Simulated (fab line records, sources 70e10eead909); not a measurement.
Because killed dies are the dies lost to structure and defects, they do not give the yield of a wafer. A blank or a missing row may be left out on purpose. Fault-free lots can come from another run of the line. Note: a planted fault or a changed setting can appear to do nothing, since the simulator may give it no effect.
Which of the tools did it? / flow nand_harc / Sampling: 12 lots, 36 wafers, 5 of 1302 route steps

== WHAT THE GAUGES READ, wafer by wafer ==
NHARC_END_SORT_01. Usual: killed_at_array 55, standard deviation 19; killed_at_other 0.9, standard deviation 1.4; killed_at_periphery 3.8, standard deviation 2.9; killed_dies 60, standard deviation 19; killed_open 3.3, standard deviation 1.8; killed_short 2.6, standard deviation 1.6.
lot=L619; measured=day 26 01:07; on=prober-02; killed_at_array=49 46 59; killed_at_other=1 1 1; killed_at_periphery=4 4 3; killed_dies=54 51 63; killed_open=3 3 2; killed_short=2 2 6; flag=
lot=L623; measured=day 27 11:46; on=prober-02; killed_at_array=84 81 73; killed_at_other=0 1 0; killed_at_periphery=1 3 1; killed_dies=85 85 74; killed_open=1 4 4; killed_short=2 5 1; flag=
lot=L625; measured=day 28 20:41; on=prober-01; killed_at_array=63 67 74; killed_at_other=0 0 0; killed_at_periphery=2 1 3; killed_dies=65 68 77; killed_open=3 5 2; killed_short=2 1 1; flag=
lot=L629; measured=day 30 02:23; on=prober-02; killed_at_array=55 48 48; killed_at_other=1 0 0; killed_at_periphery=5 5 2; killed_dies=61 53 50; killed_open=3 3 0; killed_short=4 2 1; flag=

== WHAT TOOL EACH LOT RAN ON (gives the tool, then ch and the chambers of the sampled wafers, and finally the start) ==
lot=L616; NHARC_A_STAIRCASE_STRIP_205=plasma_asher-01 ch 0,1, day 16 01:40; NHARC_A_STAIRCASE_TRIM_224=rie_diel-03 ch 1,2, day 16 05:41 or earlier; NHARC_A_STAIRCASE_ETCH_232=rie_diel-11 ch 0,1, day 16 05:41; NHARC_A_STAIRCASE_ETCH_234=rie_diel-11 ch 2,3, no start
lot=L619; NHARC_A_STAIRCASE_STRIP_205=plasma_asher-02 ch 0,1, day 17 19:47; NHARC_A_STAIRCASE_TRIM_224=rie_diel-04 ch 1,2, day 17 23:02 or earlier; NHARC_A_STAIRCASE_ETCH_232=rie_diel-04 ch 1,2,3, day 17 23:02; NHARC_A_STAIRCASE_ETCH_234=rie_diel-04 ch 1,2, day 26 01:07 or earlier
lot=L620; NHARC_A_STAIRCASE_STRIP_205=plasma_asher-02 ch 0,1, day 17 20:30; NHARC_A_STAIRCASE_TRIM_224=rie_diel-03 ch 2,3, day 17 23:25 or earlier; NHARC_A_STAIRCASE_ETCH_232=rie_diel-03 ch 0,1, day 17 23:25; NHARC_A_STAIRCASE_ETCH_234=rie_diel-03 ch 0,3, no start
lot=L622; NHARC_A_STAIRCASE_STRIP_205=plasma_asher-01 ch 0,1, day 18 14:31; NHARC_A_STAIRCASE_TRIM_224=rie_diel-03 ch 0,1, day 18 17:38 or earlier; NHARC_A_STAIRCASE_ETCH_232=rie_diel-11 ch 1,2, day 18 17:38; NHARC_A_STAIRCASE_ETCH_234=rie_diel-11 ch 0,2, no start
lot=L623; NHARC_A_STAIRCASE_STRIP_205=plasma_asher-01 ch 0,1, day 18 22:01; NHARC_A_STAIRCASE_TRIM_224=rie_diel-03 ch 0,1,3, day 19 02:05 or earlier; NHARC_A_STAIRCASE_ETCH_232=rie_diel-04 ch 0,1,2, day 19 02:05; NHARC_A_STAIRCASE_ETCH_234=rie_diel-04 ch 0,1,2, day 27 11:46 or earlier
lot=L624; NHARC_A_STAIRCASE_STRIP_205=plasma_asher-02 ch 1, day 19 12:06; NHARC_A_STAIRCASE_TRIM_224=rie_diel-03 ch 1,3, day 19 15:29 or earlier; NHARC_A_STAIRCASE_ETCH_232=rie_diel-03 ch 1,3, day 19 15:29; NHARC_A_STAIRCASE_ETCH_234=rie_diel-03 ch 0,1,2, no start
lot=L625; NHARC_A_STAIRCASE_STRIP_205=plasma_asher-02 ch 0,1, day 20 08:52; NHARC_A_STAIRCASE_TRIM_224=rie_diel-11 ch 0,3, day 20 15:10 or earlier; NHARC_A_STAIRCASE_ETCH_232=rie_diel-04 ch 2,3, day 20 15:10; NHARC_A_STAIRCASE_ETCH_234=rie_diel-04 ch 1,2,3, day 28 20:41 or earlier
lot=L629; NHARC_A_STAIRCASE_STRIP_205=plasma_asher-02 ch 0,1, day 21 05:22; NHARC_A_STAIRCASE_TRIM_224=rie_diel-04 ch 0,1,2, day 21 08:26 or earlier; NHARC_A_STAIRCASE_ETCH_232=rie_diel-04 ch 0,2,3, day 21 08:26; NHARC_A_STAIRCASE_ETCH_234=rie_diel-04 ch 0,1,3, day 30 02:23 or earlier
lot=L630; NHARC_A_STAIRCASE_STRIP_205=plasma_asher-01 ch 0,1, day 21 20:52; NHARC_A_STAIRCASE_TRIM_224=rie_diel-03 ch 0,3, day 21 23:56 or earlier; NHARC_A_STAIRCASE_ETCH_232=rie_diel-04 ch 0,1, day 21 23:56; NHARC_A_STAIRCASE_ETCH_234=rie_diel-04 ch 1,2, no start
lot=L637; NHARC_A_STAIRCASE_STRIP_205=plasma_asher-01 ch 0,1, day 24 16:25; NHARC_A_STAIRCASE_TRIM_224=rie_diel-03 ch 0,2,3, day 24 19:28 or earlier; NHARC_A_STAIRCASE_ETCH_232=rie_diel-03 ch 1,2,3, day 24 19:28; NHARC_A_STAIRCASE_ETCH_234=rie_diel-03 ch 0,2,3, no start
lot=L638; NHARC_A_STAIRCASE_STRIP_205=plasma_asher-01 ch 0,1, day 25 01:44; NHARC_A_STAIRCASE_TRIM_224=rie_diel-03 ch 0,1,2, day 25 04:44 or earlier; NHARC_A_STAIRCASE_ETCH_232=rie_diel-11 ch 0,1,3, day 25 04:44; NHARC_A_STAIRCASE_ETCH_234=rie_diel-11 ch 0,2,3, no start
lot=L639; NHARC_A_STAIRCASE_STRIP_205=plasma_asher-02 ch 0,1, day 25 12:53; NHARC_A_STAIRCASE_TRIM_224=rie_diel-04 ch 0,1, day 25 16:04 or earlier; NHARC_A_STAIRCASE_ETCH_232=rie_diel-11 ch 0,3, day 25 16:04; NHARC_A_STAIRCASE_ETCH_234=rie_diel-11 ch 0,1, no start
- NHARC_A_STAIRCASE_STRIP_205: strips in O2.
- NHARC_A_STAIRCASE_TRIM_224: chemistry O2, time 211.2 s.
- NHARC_A_STAIRCASE_ETCH_232: etches the open film in C4F8/O2, target depth 100 nm, time 40.5 s.
- NHARC_A_STAIRCASE_ETCH_234: etches the open film in C4F8/O2, target depth 100 nm, time 40.5 s.

== AS READ BY THE TOOLS THEMSELVES (means over the sampled wafers that have a number; for cases with no such wafer, the mark the record gives instead) ==
NHARC_A_STAIRCASE_STRIP_205. Usual: drypump_motor_current_A 6.03 A, standard deviation 0.13; heater_power_w 329 W, standard deviation 34; temp_c 250.00 C, standard deviation 0.17.
lot=L616; tool=plasma_asher-01; drypump_motor_current_A (A)=6.10; heater_power_w (W)=352; temp_c (C)=249.96; flag=
lot=L619; tool=plasma_asher-02; drypump_motor_current_A (A)=6.01; heater_power_w (W)=323; temp_c (C)=250.10; flag=
lot=L620; tool=plasma_asher-02; drypump_motor_current_A (A)=5.91; heater_power_w (W)=298; temp_c (C)=249.99; flag=
lot=L622; tool=plasma_asher-01; drypump_motor_current_A (A)=6.11; heater_power_w (W)=349; temp_c (C)=249.89; flag=
lot=L623; tool=plasma_asher-01; drypump_motor_current_A (A)=6.10; heater_power_w (W)=348; temp_c (C)=250.02; flag=
lot=L624; tool=plasma_asher-02; drypump_motor_current_A (A)=6.10; heater_power_w (W)=347; temp_c (C)=250.01; flag=
lot=L625; tool=plasma_asher-02; drypump_motor_current_A (A)=5.90; heater_power_w (W)=301; temp_c (C)=249.89; flag=
lot=L629; tool=plasma_asher-02; drypump_motor_current_A (A)=6.01; heater_power_w (W)=324; temp_c (C)=249.75; flag=
lot=L630; tool=plasma_asher-01; drypump_motor_current_A (A)=6.11; heater_power_w (W)=343; temp_c (C)=249.90; flag=
lot=L637; tool=plasma_asher-01; drypump_motor_current_A (A)=6.11; heater_power_w (W)=347; temp_c (C)=250.15; flag=
lot=L638; tool=plasma_asher-01; drypump_motor_current_A (A)=6.11; heater_power_w (W)=348; temp_c (C)=250.11; flag=
lot=L639; tool=plasma_asher-02; drypump_motor_current_A (A)=5.92; heater_power_w (W)=301; temp_c (C)=250.00; flag=

NHARC_A_STAIRCASE_TRIM_224. Usual: drypump_motor_current_A 5.7 A, standard deviation 0.39; oes_product_au 1.001 a.u., standard deviation 0.013; rf_vpp_V 57.9 V, standard deviation 1; showerhead_plenum_p_Torr 3.55 Torr, standard deviation 0.18; throttle_valve_pct 17.037 %, standard deviation 0.0093.
lot=L616; tool=rie_diel-03; drypump_motor_current_A (A)=5.6; oes_product_au (a.u.)=1.000; rf_vpp_V (V)=57.8; showerhead_plenum_p_Torr (Torr)=3.39; throttle_valve_pct (%)=17.039; flag=
lot=L619; tool=rie_diel-04; drypump_motor_current_A (A)=5.6; oes_product_au (a.u.)=0.991; rf_vpp_V (V)=57.5; showerhead_plenum_p_Torr (Torr)=3.60; throttle_valve_pct (%)=17.034; flag=
lot=L620; tool=rie_diel-03; drypump_motor_current_A (A)=6.2; oes_product_au (a.u.)=1.006; rf_vpp_V (V)=57.6; showerhead_plenum_p_Torr (Torr)=3.40; throttle_valve_pct (%)=17.033; flag=
lot=L622; tool=rie_diel-03; drypump_motor_current_A (A)=5.4; oes_product_au (a.u.)=0.998; rf_vpp_V (V)=57.4; showerhead_plenum_p_Torr (Torr)=3.54; throttle_valve_pct (%)=17.034; flag=
lot=L623; tool=rie_diel-03; drypump_motor_current_A (A)=5.8; oes_product_au (a.u.)=0.996; rf_vpp_V (V)=57.4; showerhead_plenum_p_Torr (Torr)=3.60; throttle_valve_pct (%)=17.038; flag=
lot=L624; tool=rie_diel-03; drypump_motor_current_A (A)=6.0; oes_product_au (a.u.)=0.995; rf_vpp_V (V)=58.6; showerhead_plenum_p_Torr (Torr)=3.55; throttle_valve_pct (%)=17.035; flag=
lot=L625; tool=rie_diel-11; drypump_motor_current_A (A)=5.3; oes_product_au (a.u.)=0.997; rf_vpp_V (V)=58.4; showerhead_plenum_p_Torr (Torr)=3.50; throttle_valve_pct (%)=17.042; flag=
lot=L629; tool=rie_diel-04; drypump_motor_current_A (A)=5.7; oes_product_au (a.u.)=1.001; rf_vpp_V (V)=57.6; showerhead_plenum_p_Torr (Torr)=3.68; throttle_valve_pct (%)=17.032; flag=
lot=L630; tool=rie_diel-03; drypump_motor_current_A (A)=6.1; oes_product_au (a.u.)=0.998; rf_vpp_V (V)=58.3; showerhead_plenum_p_Torr (Torr)=3.65; throttle_valve_pct (%)=17.029; flag=
lot=L637; tool=rie_diel-03; drypump_motor_current_A (A)=6.1; oes_product_au (a.u.)=1.011; rf_vpp_V (V)=58.5; showerhead_plenum_p_Torr (Torr)=3.71; throttle_valve_pct (%)=17.047; flag=
lot=L638; tool=rie_diel-03; drypump_motor_current_A (A)=5.7; oes_product_au (a.u.)=1.008; rf_vpp_V (V)=58.8; showerhead_plenum_p_Torr (Torr)=3.64; throttle_valve_pct (%)=17.042; flag=
lot=L639; tool=rie_diel-04; drypump_motor_current_A (A)=5.9; oes_product_au (a.u.)=0.988; rf_vpp_V (V)=58.4; showerhead_plenum_p_Torr (Torr)=3.74; throttle_valve_pct (%)=17.035; flag=

NHARC_A_STAIRCASE_ETCH_232. Usual: oes_product_au 0.945 a.u., standard deviation 0.014; rf_fwd_power_W 592.8 W, standard deviation 2.6; rf_vpp_V 896 V, standard deviation 6.7.
lot=L616; tool=rie_diel-11; oes_product_au (a.u.)=0.946; rf_fwd_power_W (W)=590.8; rf_vpp_V (V)=891; flag=
lot=L619; tool=rie_diel-04; oes_product_au (a.u.)=0.932; rf_fwd_power_W (W)=591.9; rf_vpp_V (V)=897; flag=
lot=L620; tool=rie_diel-03; oes_product_au (a.u.)=0.947; rf_fwd_power_W (W)=592.2; rf_vpp_V (V)=896; flag=
lot=L622; tool=rie_diel-11; oes_product_au (a.u.)=0.946; rf_fwd_power_W (W)=593.8; rf_vpp_V (V)=891; flag=
lot=L623; tool=rie_diel-04; oes_product_au (a.u.)=0.950; rf_fwd_power_W (W)=590.3; rf_vpp_V (V)=901; flag=
lot=L624; tool=rie_diel-03; oes_product_au (a.u.)=0.944; rf_fwd_power_W (W)=592.2; rf_vpp_V (V)=898; flag=
lot=L625; tool=rie_diel-04; oes_product_au (a.u.)=0.958; rf_fwd_power_W (W)=591.1; rf_vpp_V (V)=889; flag=
lot=L629; tool=rie_diel-04; oes_product_au (a.u.)=1.045; rf_fwd_power_W (W)=688.3; rf_vpp_V (V)=896; flag=OFF
lot=L630; tool=rie_diel-04; oes_product_au (a.u.)=1.019; rf_fwd_power_W (W)=686.9; rf_vpp_V (V)=904; flag=OFF
lot=L637; tool=rie_diel-03; oes_product_au (a.u.)=0.941; rf_fwd_power_W (W)=592.8; rf_vpp_V (V)=899; flag=
lot=L638; tool=rie_diel-11; oes_product_au (a.u.)=0.938; rf_fwd_power_W (W)=592.6; rf_vpp_V (V)=892; flag=
lot=L639; tool=rie_diel-11; oes_product_au (a.u.)=0.937; rf_fwd_power_W (W)=594.2; rf_vpp_V (V)=894; flag=

NHARC_A_STAIRCASE_ETCH_234. Usual: oes_product_au 0.941 a.u., standard deviation 0.014; rf_fwd_power_W 592.9 W, standard deviation 2.2; rf_vpp_V 895 V, standard deviation 6.4.
lot=L616; tool=rie_diel-11; oes_product_au (a.u.)=0.933; rf_fwd_power_W (W)=595.0; rf_vpp_V (V)=894; flag=
lot=L619; tool=rie_diel-04; oes_product_au (a.u.)=0.940; rf_fwd_power_W (W)=592.7; rf_vpp_V (V)=899; flag=
lot=L620; tool=rie_diel-03; oes_product_au (a.u.)=0.946; rf_fwd_power_W (W)=592.4; rf_vpp_V (V)=903; flag=
lot=L622; tool=rie_diel-11; oes_product_au (a.u.)=0.932; rf_fwd_power_W (W)=592.0; rf_vpp_V (V)=888; flag=
lot=L623; tool=rie_diel-04; oes_product_au (a.u.)=0.948; rf_fwd_power_W (W)=591.9; rf_vpp_V (V)=902; flag=
lot=L624; tool=rie_diel-03; oes_product_au (a.u.)=0.937; rf_fwd_power_W (W)=594.1; rf_vpp_V (V)=894; flag=
lot=L625; tool=rie_diel-04; oes_product_au (a.u.)=0.938; rf_fwd_power_W (W)=592.0; rf_vpp_V (V)=895; flag=
lot=L629; tool=rie_diel-04; oes_product_au (a.u.)=0.930; rf_fwd_power_W (W)=592.4; rf_vpp_V (V)=899; flag=
lot=L630; tool=rie_diel-04; oes_product_au (a.u.)=0.938; rf_fwd_power_W (W)=592.4; rf_vpp_V (V)=898; flag=
lot=L637; tool=rie_diel-03; oes_product_au (a.u.)=0.943; rf_fwd_power_W (W)=592.8; rf_vpp_V (V)=902; flag=
lot=L638; tool=rie_diel-11; oes_product_au (a.u.)=0.939; rf_fwd_power_W (W)=594.1; rf_vpp_V (V)=891; flag=
lot=L639; tool=rie_diel-11; oes_product_au (a.u.)=0.951; rf_fwd_power_W (W)=591.8; rf_vpp_V (V)=889; flag=

== THE ANSWER, worked out from the rows above alone ==
Rule: take the mean of a lot's wafers that have a number; if it is more than 3 standard deviations from the usual mean, the lot is off. Also off: a lot with no number at a reading for which 4 or more lots have one. Where the step has rows for the other lots, those lots are counted as sound. Order of review: gauges by route order, followed by the tools' own readings, for which a lot's mean as printed above is used. At the first step where some lot is off, the reading lying furthest off is the one used; lots without a number count as furthest.
Off, at NHARC_A_STAIRCASE_ETCH_232 on rf_fwd_power_W: L629, L630.
A tool fits if, at that step or a process step before it, it ran every lot that is off, and no sound lot after the first of them. NHARC_A_STAIRCASE_TRIM_224: start missing for some lots; hours and lot order therefore follow NHARC_A_STAIRCASE_ETCH_232. One fits: rie_diel-04 at NHARC_A_STAIRCASE_ETCH_232. Its last sound lot is L625 (day 20 15:10), its first lot that is off L629 (day 21 08:26): a fault that began between those two fits.
The tool's own readings at NHARC_A_STAIRCASE_ETCH_232 bear it out: on the lots that are off they differ by more than 5 times the standard deviation of the sound lots' means. oes_product_au reads 1.032 a.u. there against 0.944 a.u. on the sound lots; rf_fwd_power_W reads 687.6 W there against 592.2 W on the sound lots.

== WHAT THE SIMULATOR HAD INSERTED ==
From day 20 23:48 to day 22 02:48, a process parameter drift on rie_diel-04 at NHARC_A_STAIRCASE_ETCH_232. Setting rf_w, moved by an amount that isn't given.
Lots struck among those shown: L629, L630. Same finding as the rule above.
